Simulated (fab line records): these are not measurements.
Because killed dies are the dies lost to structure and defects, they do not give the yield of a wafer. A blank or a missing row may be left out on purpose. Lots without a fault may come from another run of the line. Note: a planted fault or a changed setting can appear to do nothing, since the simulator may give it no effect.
Which tool did it? || flow nand harc || 7 lots (21 wafers sampled), 1 step of a 1302-step route

== WHAT THE GAUGES READ, wafer by wafer ==
NHARC_A_BLC_INSPECT_28.
{"lot": "L863", "measured": "day 23 05:37", "on": "defect inspect-01", "raw defect count": "732 674 431"}
{"lot": "L861", "measured": "day 23 13:40", "on": "defect inspect-01", "raw defect count": "478 667 515"}
{"lot": "L865", "measured": "day 24 06:12", "on": "defect inspect-01", "raw defect count": "937 647 742"}
{"lot": "L872", "measured": "day 27 21:18", "on": "defect inspect-02", "raw defect count": "402 318 338"}
{"lot": "L875", "measured": "day 28 22:19", "on": "defect inspect-01", "raw defect count": "596 578 511"}
{"lot": "L881", "measured": "day 31 02:49", "on": "defect inspect-01", "raw defect count": "519 551 598"}
{"lot": "L882", "measured": "day 32 10:17", "on": "defect inspect-01", "raw defect count": "692 508 494"}

== WHAT TOOL EACH LOT RAN ON (gives the tool, then ch and the chambers of the sampled wafers, and finally the start) ==
The record shows no process step preceding these readings.

== THE ANSWER, worked out from the rows above alone ==
Rule: usual is defined by the lots themselves. Put in order of their means at a reading, lots are off if they are a third of the lots or fewer, leave a main group of 4 or more, and stand apart from it by a gap of 3 or more times the standard deviation of the main group's means; of several such gaps the widest counts. A main group is skipped when, at the precision printed for the reading in the tables above, its means are all equal. Also off: a lot with no number at a reading for which 4 or more lots have one. The other lots that the step has rows for count as sound.
No lot is off at any reading shown: from this, nothing can be told.

== WHAT THE SIMULATOR HAD INSERTED ==
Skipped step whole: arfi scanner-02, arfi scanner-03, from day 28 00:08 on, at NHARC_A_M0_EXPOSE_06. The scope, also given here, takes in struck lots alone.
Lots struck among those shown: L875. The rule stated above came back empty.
